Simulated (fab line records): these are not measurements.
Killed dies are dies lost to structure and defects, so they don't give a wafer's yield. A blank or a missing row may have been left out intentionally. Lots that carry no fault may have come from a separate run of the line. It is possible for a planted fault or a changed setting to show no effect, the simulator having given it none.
fab line records    flow n5-finfet
record: lots: 5  wafers: 14  last-day: 19
route steps=1938 shown MOL_CONTACT_COAG@621 BEOL_M0_SAQP@632 BEOL_M0@743 BEOL_M4@1111 PASSIVATION@1936
lots with no fault: from the same line, run without faults
start-h: the number of hours between the record's first day and the start of the first shown wafer of the lot    wait-h: time in hours since the lot's previous step    " the same as in the row above    L1.1+2: a row that stands for several wafers    - value missing, or start not given    * or withheld: withheld    < > ~ a bound
route shown NAME@n: names a module that has steps shown in the file, with the first one's number in the route    usual: mean and standard deviation over wafers with no fault    same: alike in all rows    chamber/n: place in a boat    sites: each site's reading    _std_site: standard deviation across them    _edge_site: the outer-site mean with the inner-site mean subtracted    radius-mm: for every site, how far away it sits from the centre of the wafer    mask NAME#n: copy n    behind: the most recent tool/chamber to have shaped the wafer    hold: reason for holding the lot/hours on hold/outcome of the hold    device: whichever transistor did not switch (one of n, p or np)    end of line: at the end of the route, the tests of the same wafers    step lacking rows: just its recipe    killed: dies lost to structure and defects at the first sort, not the wafer's yield    map: shows each die of a wafer: x if killed, . if not, _ if none is there
set.NAME: the setting that was run; set.NAME@STEP: the one run at that earlier step    model.NAME: the simulator's own value behind a step, which no gauge read
lots at some steps of the route; a table a step, a row a wafer
services: from which hour (start-h, from the record's first day; less than 0 if before it) a tool's chamber was out of use, for how many hours, and why
== steps ==
step: N5_MOL_CONTACT_COAG_SRD_139
recipe: dry: ipa-marangoni  time-s: 30  temp-c: 23  rinse-liquid: diw
step: N5_MOL_CONTACT_COAG_PRE_CLEAN_121
recipe: gas: H2/He  time-s: *  temp-c: withheld
step: N5_MOL_CONTACT_COAG_CVD_140
recipe: material: W  target-thk-a: 665  mode: selective-fill  temp-c: 300  time-s: 215
step: N5_MOL_CONTACT_COAG_PRECLEAN_127
recipe: chemistry: DIW  time-s: 57.5  temp-c: 23
step: N5_MOL_CONTACT_COAG_SRD_128
recipe: dry-time-s: 32  dry: n2-spin  spin-rpm: 1500
step: N5_MOL_CONTACT_COAG_CMP_52
recipe: stop-on: SiO2  t-overpolish-s: 1.5  post-cmp-clean: w-dilute-nh4oh  down-force-psi: 4  platen-rpm: 50.289  pad-velocity-m-s: 1.0006  target-thk-nm: 66.5
step: N5_MOL_CONTACT_COAG_ANNEAL_112
recipe: temp-c: 400  time-s: 1800  ambient: HPD2  pressure-atm: 10
step: N5_BEOL_M0_SAQP_PECVD_00
recipe: material: SiCN  target-thk-a: 80  temp-c: withheld  precursor: 3MS/NH3  pressure-torr: 3  rf-w: 202  time-s: 14
step: N5_BEOL_M0_SAQP_ILD_DEP_01
recipe: material: SiOC  target-thk-a: 454.19  temp-c: 350  precursor: DEMS/O2  pressure-torr: 5  rf-w: 500  time-s: 8.7
usual: heater-power-w: 493/65  showerhead-plenum-p-Torr: 5.692/0.011  throttle-valve-pct: 11.6/0.66
lot.wafer  tool      chamber  start-h  wait-h  heater-power-w  showerhead-plenum-p-Torr  throttle-valve-pct  model.SiOC_of_BEOL_M0_SAQP_ILD_DEP_01.thk-nm
L344.3     pecvd-04  2        146.03   0.0     593             5.673                     10.9                45.2
L344.4     "         2        "        "       592             5.688                     10.7                46
L344.5     "         0        "        "       399             5.698                     11.2                46
L352.1     pecvd-01  1        198.16   0.0     495             5.696                     12.6                45
L352.3     "         0        "        "       525             5.695                     11.4                45.2
L352.5     "         2        "        "       433             5.699                     10.7                45.8
L358.1     pecvd-01  2        231.02   0.0     445             5.692                     10.4                45
L358.3     "         1        "        "       454             5.676                     12.2                45.2
L358.6     "         2        "        "       432             5.700                     10.7                35.2
L360.2     pecvd-01  2        243.74   0.0     393             5.687                     10.5                33.6
L360.5     "         1        "        "       453             5.678                     12.0                45.8
L361.1     pecvd-01  2        250.50   0.0     399             5.691                     10.8                45.4
L361.2     "         0        "        "       578             5.704                     11.7                33.4
L361.6     "         2        "        "       401             5.690                     10.8                34.4
step: N5_BEOL_M0_SAQP_HM_DEP_02
recipe: material: TiN  target-thk-a: 120  temp-c: 25  chamber-pressure-pa: 0.49996
step: N5_BEOL_M0_SAQP_PECVD_03
recipe: material: SiCN  target-thk-a: 120  temp-c: withheld  precursor: 3MS/NH3  pressure-torr: 3  rf-w: 202  time-s: 21.1
step: N5_BEOL_M0_SAQP_PECVD_96
recipe: material: a-Si  target-thk-a: 450  temp-c: 350  precursor: SiH4/He  pressure-torr: 3  rf-w: 100  time-s: 45.2
step: N5_BEOL_M0_SAQP_PECVD_97
recipe: material: SiNx  target-thk-a: 230  temp-c: 350  precursor: SiH4/NH3/N2  pressure-torr: 1.5  rf-w: 300  time-s: 19.9
step: N5_BEOL_M0_SAQP_PECVD_04
recipe: material: a-Si  target-thk-a: 600  temp-c: 350  precursor: SiH4/He  pressure-torr: 3  rf-w: 100  time-s: 60.2
step: N5_BEOL_M0_SAQP_HM_DEP_111
recipe: material: SiO2  target-thk-a: 120  temp-c: 400  precursor: SiH4/N2O  pressure-torr: 0.75  rf-w: 275  time-s: 7.2
step: N5_BEOL_M0_SAQP_COAT_81
recipe: resist: SOC  temp-c: 250  time-s: 60  spin-rpm: 1500  resist-thk-nm: 100
step: N5_BEOL_M0_SAQP_COAT_82
recipe: resist: SiARC  temp-c: 220  time-s: 60  spin-rpm: 1500  resist-thk-nm: 30
step: N5_BEOL_M0_SAQP_COAT_08
recipe: resist: CAR-ArF  spin-rpm: 1500  resist-thk-nm: 90
step: N5_BEOL_M0_SAQP_EBR_10
recipe: solvent: PGMEA  ebr-width-mm: 1.5
step: N5_BEOL_M0_SAQP_SOFTBAKE_09
recipe: temp-c: 110  time-s: 60  resist: CAR-ArF
step: N5_BEOL_M0_SAQP_EXPOSE_11
recipe: mask-id: M0_CORE  na: 1.35  source-shape: dipole  sigma-inner: 0.538  sigma-outer: 0.738  polarization: te  target-cd-nm: 42  dose-mj: 55
step: N5_BEOL_M0_SAQP_PEB_12
recipe: peb-temp-c: withheld  peb-time-s: 60  resist: CAR-ArF
step: N5_BEOL_M0_SAQP_DEVELOP_13
recipe: develop-time-s: 30  developer: TMAH  resist: CAR-ArF  dev-temp-c: 23  rinse-liquid: diw  dry: air-spin
step: N5_BEOL_M0_SAQP_DESCUM_19
recipe: chemistry: O2  time-s: 7.9  source-power-w: 50  bias-power-w: 20  pressure-mtorr: 20  rf-frequency-hz: 2.712e+07  temp-c: 40  resist: CAR-ArF  o2-flow-sccm: 225
step: N5_BEOL_M0_SAQP_ETCH_83
recipe: chemistry: CF4  target: SiARC  target-depth-a: 390  mask-material: CAR-ArF  time-s: 65  ion-energy-ev: 80  pressure-mtorr: 40  source-w: 545  bias-w: 36  Ar_flow_sccm: 100  cf4-flow-sccm: 100  ends: cleared
step: N5_BEOL_M0_SAQP_ETCH_84
recipe: chemistry: N2/H2  target: SOC  target-depth-a: 1000  overetch-a: 200  mask-material: SiARC  temp-c: 40  time-s: 150  ion-energy-ev: 200  pressure-mtorr: 30  source-w: 840  bias-w: 150  n2-flow-sccm: 200  h2-flow-sccm: 200
step: N5_BEOL_M0_SAQP_STRIP_80
recipe: chemistry: N2/H2  temp-c: 40  n2-flow-sccm: 200  h2-flow-sccm: 200  rf-frequency-hz: 6e+07
step: N5_BEOL_M0_SAQP_HM_OPEN_112
recipe: chemistry: CHF3/O2  target: SiO2  stop-on: a-Si  target-depth-a: 120  over-etch-frac: 1.25  mask-material: SOC  time-s: 13.5  pressure-mtorr: 30  source-w: 650  bias-w: 170  Ar_flow_sccm: 200  CHF3_flow_sccm: 50  O2_flow_sccm: 5  ion-energy-ev: 200  ends: end-point
step: N5_BEOL_M0_SAQP_STRIP_113
recipe: chemistry: CHF3/O2  resist: SiARC  rf-frequency-hz: 6e+07
step: N5_BEOL_M0_SAQP_MANDREL_ETCH_20
recipe: target-depth-a: 600  chemistry: HBr/Cl2  target: a-Si  stop-on: SiNx  bt-time-s: 10  mask-material: SOC  over-etch-frac: 0.5  time-s: 30  pressure-mtorr: 10  icp-w: 800  bias-w: 75  HBr_flow_sccm: 150  Cl2_flow_sccm: 80  ends: end-point
step: N5_BEOL_M0_SAQP_STRIP_86
recipe: chemistry: N2/H2  power-w: 500  temp-c: 40  pressure-mtorr: 50  rf-frequency-hz: 6e+07  overash-fraction: 0.3  bias-power-w: 28  h2-frac: 0.5  n2-flow-sccm: 300  h2-flow-sccm: 300
step: N5_BEOL_M0_SAQP_STRIP_115
recipe: chemistry: post-etch-residue-remover  time-s: 60  temp-c: 25  remover-ph: withheld  remover-water-wt-pct: withheld  remover-fluoride-wt-pct: withheld
step: N5_BEOL_M0_SAQP_SRD_93
recipe: dry: ipa-marangoni  time-s: 30  temp-c: 23  rinse-liquid: diw
step: N5_BEOL_M0_SAQP_RECESS_114
recipe: chemistry: HF/NH3  target: SiO2  target-depth-a: 144  afs-cycles: 3  temp-c: 30  sublimation-temp-c: 180  sublimation-time-s: 60
step: N5_BEOL_M0_CMP_120
recipe: stop-on: SiOC  t-overpolish-s: 6.9  down-force-psi: 1  platen-rpm: 50  clearing-platen-down-force-psi: 1.5  clearing-platen-rpm: 50  post-cmp-clean: cu-alkaline  clearing-platen-pad-velocity-m-s: 0.99484  pad-velocity-m-s: 0.99484
usual: barrier-field-endpoint-s: 3.65/0.12  edge-zone-pressure-frac: 1.000/0.0051  motor-current-A: 6.0/0.55  overpolish-run-s: 6.900/0.0095  time-to-endpoint-s: 60.8/2.6
lot.wafer  tool    chamber  start-h  wait-h  barrier-field-endpoint-s  edge-zone-pressure-frac  motor-current-A  overpolish-run-s  time-to-endpoint-s  model.SiOC_of_BEOL_M0_SAQP_ILD_DEP_01.thk-nm
L344.3     cmp-02  1        162.93   0.2     3.78                      0.995                    5.3              6.894             62.8                39
L344.4     "       0        "        "       3.87                      0.998                    5.8              6.911             65.9                39.8
L344.5     "       1        "        "       3.71                      0.991                    5.4              6.903             66.4                39.8
L352.1     cmp-01  0        211.01   0.3     3.64                      1.002                    5.7              6.918             58.4                38.8
L352.3     "       2        "        "       3.48                      0.994                    5.7              6.893             60.9                39
L352.5     "       0        "        "       3.45                      1.002                    5.7              6.887             61.7                39.6
L358.3     cmp-03  1        245.02   0.2     3.56                      1.001                    5.9              6.904             59.5                39.2
L358.1     "       2        "        "       3.58                      1.012                    5.7              6.886             59.3                39
L358.6     "       1        "        "       3.76                      1.005                    6.2              6.905             59.9                29.2
L360.2     cmp-03  0        257.95   0.2     3.63                      0.993                    6.4              6.901             58.5                27.6
L360.5     "       0        "        "       3.74                      0.993                    6.5              6.893             60.4                39.8
L361.1     cmp-03  0        267.12   0.3     3.57                      0.998                    6.5              6.915             59.0                39.2
L361.2     "       1        "        "       3.55                      1.004                    5.9              6.908             57.7                27.2
L361.6     "       3        "        "       3.64                      0.999                    5.1              6.906             63.8                28.2
step: N5_BEOL_M0_RS_MEAS_126
recipe: thk-meas-gauge: four-point-probe  reads: Co_of_BEOL_M0_CO_CAP_123+Cu_of_BEOL_M0_ECD_118+Co_of_BEOL_M0_CVD_115+TaN_of_BEOL_M0_ALD_136
usual: M0_RS: 0.539/0.02
lot.wafer  tool           chamber  start-h  wait-h  M0_RS[ohm/sq]
L344.3     film-metro-01  -        163.50   0.1     0.546
L344.4     "              -        "        "       0.531
L344.5     "              -        "        "       0.532
L352.1     film-metro-02  -        211.52   0.0     0.583
L352.3     "              -        "        "       0.548
L352.5     "              -        "        "       0.548
L358.1     film-metro-02  -        245.57   0.0     0.566
L358.3     "              -        "        "       0.553
L358.6     "              -        "        "       0.771
L360.2     film-metro-01  -        258.50   0.1     0.772
L360.5     "              -        "        "       0.549
L361.1     film-metro-02  -        267.60   0.0     0.562
L361.2     "              -        "        "       0.801
L361.6     "              -        "        "       0.746
step: N5_BEOL_M4_RC_MEAS_101
usual: DIBL_N: 36.1/1.4  DIBL_P: 36.3/1.4  IOFF_N: 0.154/0.021  IOFF_P: 0.21/0.032  ION_N: 670/8.1  ION_P: 461/7  SS_N: 71.4/0.49  SS_P: 73.3/0.5  VT_N: 250.4/2.6  VT_P: -250/3.7
lot.wafer  tool       chamber  start-h  wait-h  DIBL_N[mV/V]  DIBL_P[mV/V]  IOFF_N[nA/um]  IOFF_P[nA/um]  ION_N[uA/um]  ION_P[uA/um]  SS_N[mV/dec]  SS_P[mV/dec]  VT_N[mV]  VT_P[mV]
L344.3     prober-01  0        222.23   0.3     37.2          37.5          0.156          0.22           673           468           71.4          73.0          252.1     -252
L344.4     "          0        "        "       36.4          36.5          0.141          0.20           670           462           71.2          73.3          251.0     -251
L344.5     "          0        "        "       35.3          35.2          0.133          0.19           668           467           70.5          73.0          251.6     -251
L352.1     prober-02  0        271.42   0.0     35.6          36.6          0.154          0.22           686           469           72.2          73.0          248.0     -248
L352.3     "          0        "        "       35.3          36.4          0.163          0.21           673           465           72.3          73.8          248.3     -248
L352.5     "          0        "        "       36.0          36.9          0.163          0.22           676           459           71.8          73.4          249.3     -249
L358.1     prober-02  0        328.49   0.0     37.6          38.3          0.176          0.23           681           467           71.0          72.7          247.9     -252
L358.3     "          0        "        "       36.5          37.9          0.148          0.21           658           458           71.2          73.0          250.4     -252
L358.6     "          0        "        "       38.3          39.2          0.179          0.23           675           460           72.0          73.4          248.7     -250
L360.2     prober-01  0        339.71   0.2     37.4          37.4          0.173          0.23           679           468           71.7          73.5          249.5     -247
L360.5     "          0        "        "       37.3          37.5          0.169          0.24           660           457           71.1          73.5          249.8     -248
L361.1     prober-02  0        340.64   0.0     35.1          35.9          0.127          0.17           662           463           71.2          72.4          255.7     -255
L361.2     "          0        "        "       36.0          36.3          0.132          0.18           662           454           71.6          72.7          256.2     -256
L361.6     "          0        "        "       37.6          38.2          0.161          0.21           677           463           72.0          72.6          249.5     -250
step: N5_PASSIVATION_PROBE_49
usual: defect-limited-yield: 91.0/1.6  killed_at_M0_to_M3: 35/11  killed_at_M4_up: 14/5.1  killed-at-contacts: 12/6.6  killed-at-front-end: 41/12  killed-at-other: 4/3  killed-dies: 107/19  killed-open: 70/15  killed-short: 35/8.5  sort_bin_5_function: 5.3/1  sort_bin_6_memory: 3.4/0.73  sort-n-pass: 1073/19  sort-yield-pct: 91.0/1.6
same: gross-dies: 1180  killed-at-back-side: 0  sort_bin_4_leakage[%]: 0  sort_bin_8_speed[%]: 0
lot.wafer  tool       chamber  start-h  wait-h  defect-limited-yield[%]  killed_at_M0_to_M3  killed_at_M4_up  killed-at-contacts  killed-at-front-end  killed-at-other  killed-dies  killed-open  killed-short  sort_bin_5_function[%]  sort_bin_6_memory[%]  sort-n-pass  sort-yield-pct[%]
L344.3     prober-01  -        322.55   0.1     90.8                     50                  14               14                  30                   1                109          75           34            5.4                     3.5                   1071         90.8
L344.4     prober-01  -        322.60   0.2     91.7                     24                  15               17                  37                   5                98           69           27            4.7                     3.5                   1082         91.7
L344.5     prober-01  -        322.65   0.2     91.1                     31                  14               9                   47                   4                105          79           26            5.0                     3.7                   1075         91.1
L352.3     prober-02  -        380.20   0.1     93.2                     29                  12               9                   26                   4                80           44           33            3.8                     2.6                   1100         93.2
L352.5     prober-02  -        380.30   0.2     90.8                     28                  18               7                   53                   3                109          69           35            5.2                     3.1                   1071         90.8
L361.1     prober-01  -        463.42   0.0     92.8                     25                  14               9                   31                   6                85           54           22            4.0                     2.5                   1095         92.8
L361.2     prober-01  -        463.47   0.1     91.9                     24                  15               10                  41                   6                96           60           36            4.6                     3.1                   1084         91.9
L361.6     prober-01  -        463.67   0.3     91.9                     45                  15               4                   30                   2                96           50           37            4.7                     2.8                   1084         91.9
killed by level:class
L344.3 BEOL_M0_SAQP:geometric-particle:open=15 BEOL_M0_SAQP:geometric-particle:short=13 MOL_CONTACT_COAG:geometric-particle:open=12 STI_FIN_REVEAL:geometric-particle:open=8 BEOL_M0:geometric-particle:open=8 BEOL_M3:geometric-particle:open=5 BEOL_M4:geometric-particle:open=5 GATE_CUT:geometric-particle:short=4
L344.4 MOL_CONTACT_COAG:geometric-particle:open=17 STI_FIN_REVEAL:geometric-particle:open=15 BEOL_M0_SAQP:geometric-particle:short=8 BEOL_M2:geometric-particle:open=7 GATE_CUT:geometric-particle:open=4 STI_FIN_REVEAL:geometric-particle:short=4 BEOL_M0_SAQP:geometric-particle:open=4 BEOL_M4:geometric-particle:open=3
L344.5 STI_FIN_REVEAL:geometric-particle:open=21 FIN_SAQP:geometric-particle:open=9 MOL_CONTACT_COAG:geometric-particle:open=7 BEOL_M0_SAQP:geometric-particle:open=6 BEOL_M5:geometric-particle:open=6 BEOL_M0:geometric-particle:open=5 BEOL_M0_SAQP:geometric-particle:short=4 BEOL_M2:geometric-particle:open=4
L352.3 BEOL_M0_SAQP:geometric-particle:open=9 BEOL_M0_SAQP:geometric-particle:short=7 BEOL_M3:geometric-particle:open=6 FIN_SAQP:geometric-particle:short=5 MOL_CONTACT_COAG:geometric-particle:open=5 DUMMY_GATE:geometric-particle:open=4 GATE_CUT:geometric-particle:short=4 MOL_CONTACT_COAG:geometric-particle:short=4
L352.5 FIN_SAQP:geometric-particle:open=13 FIN_SAQP:geometric-particle:short=10 BEOL_M3:geometric-particle:open=9 BEOL_M4:geometric-particle:open=9 STI_FIN_REVEAL:geometric-particle:open=7 MOL_CONTACT_COAG:geometric-particle:open=6 STARTING-WAFER:geometric-particle:short=6 BEOL_M0_SAQP:geometric-particle:short=5
L361.1 MOL_CONTACT_COAG:geometric-particle:open=8 BEOL_M0_SAQP:geometric-particle:short=7 HKMG_FIN:area-etch=7 BEOL_M4:geometric-particle:open=6 BEOL_M3:geometric-particle:open=5 DUMMY_GATE:geometric-particle:open=4 PAD_METAL:geometric-particle:open=4 BEOL_M0_SAQP:geometric-particle:open=4
L361.2 MOL_CONTACT_COAG:geometric-particle:open=8 BEOL_M0_SAQP:geometric-particle:open=8 DUMMY_GATE:geometric-particle:open=7 FIN_SAQP:geometric-particle:open=6 STI_FIN_REVEAL:geometric-particle:open=5 BEOL_M4:geometric-particle:open=5 BEOL_M3:geometric-particle:open=5 STARTING-WAFER:geometric-particle:short=5
L361.6 BEOL_M0_SAQP:geometric-particle:open=9 BEOL_M0_SAQP:geometric-particle:short=8 BEOL_M3:geometric-particle:open=7 HKMG_FIN:area-etch=7 BEOL_M2:geometric-particle:open=6 BEOL_M4:geometric-particle:open=5 BEOL_M5:geometric-particle:open=5 FIN_SAQP:geometric-particle:short=4
== services ==
tool      chamber  start-h  hours  kind
pecvd-01  2        122.38   2.1    scheduled-down
cmp-03    -        122.67   2.9    repair
pecvd-01  0        127.96   5.0    scheduled-down
cmp-03    -        141.65   3.6    pm
cmp-01    -        153.64   1.2    repair
cmp-03    -        155.41   3.2    repair
cmp-03    -        174.66   0.8    repair
cmp-02    -        184.42   2.6    repair
cmp-01    -        196.21   7.7    pm
cmp-03    -        204.53   0.5    repair
pecvd-04  -        205.06   2.8    pm
cmp-02    -        208.98   4.9    pm
cmp-03    -        212.65   2.6    repair
pecvd-01  -        231.21   0.4    repair
cmp-03    -        234.29   4.4    repair
pecvd-01  -        241.99   0.7    repair
pecvd-01  1        247.33   8.2    repair
cmp-01    -        249.10   0.4    repair
cmp-01    -        251.39   2.2    repair
pecvd-04  -        251.81   1.5    repair
cmp-03    -        253.11   4.0    pm
pecvd-01  2        257.10   2.0    repair
cmp-03    -        257.11   -      consumable-replace:conditioner
cmp-01    -        263.06   4.0    pm
== key ==
first-sign: step: N5_BEOL_M0_RS_MEAS_126  reading: M0_RS  direction: up  sigmas: 12  usual: 0.539  struck: 0.772
effect none on later readings
model-effect: step: N5_BEOL_M0_SAQP_ILD_DEP_01  value: SiOC_of_BEOL_M0_SAQP_ILD_DEP_01.thk-nm  without: 45.75  struck: 34.15
model-effect: step: N5_BEOL_M0_CMP_120  value: SiOC_of_BEOL_M0_SAQP_ILD_DEP_01.thk-nm  without: 39.6  struck: 28.05
met-at N5_BEOL_M0_SAQP_ILD_DEP_01
struck-wafers L358.6,L360.2,L361.2,L361.6
onset-between 198.16 231.02
fault: kind: process-parameter-drift  tool: pecvd-01  chamber: -  onset-h: 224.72  steps: N5_BEOL_M0_SAQP_ILD_DEP_01  channel: time-s  offset: *  shape: step  end-h: 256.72  scope: struck-wafers-only  acts-in: *  stated: *
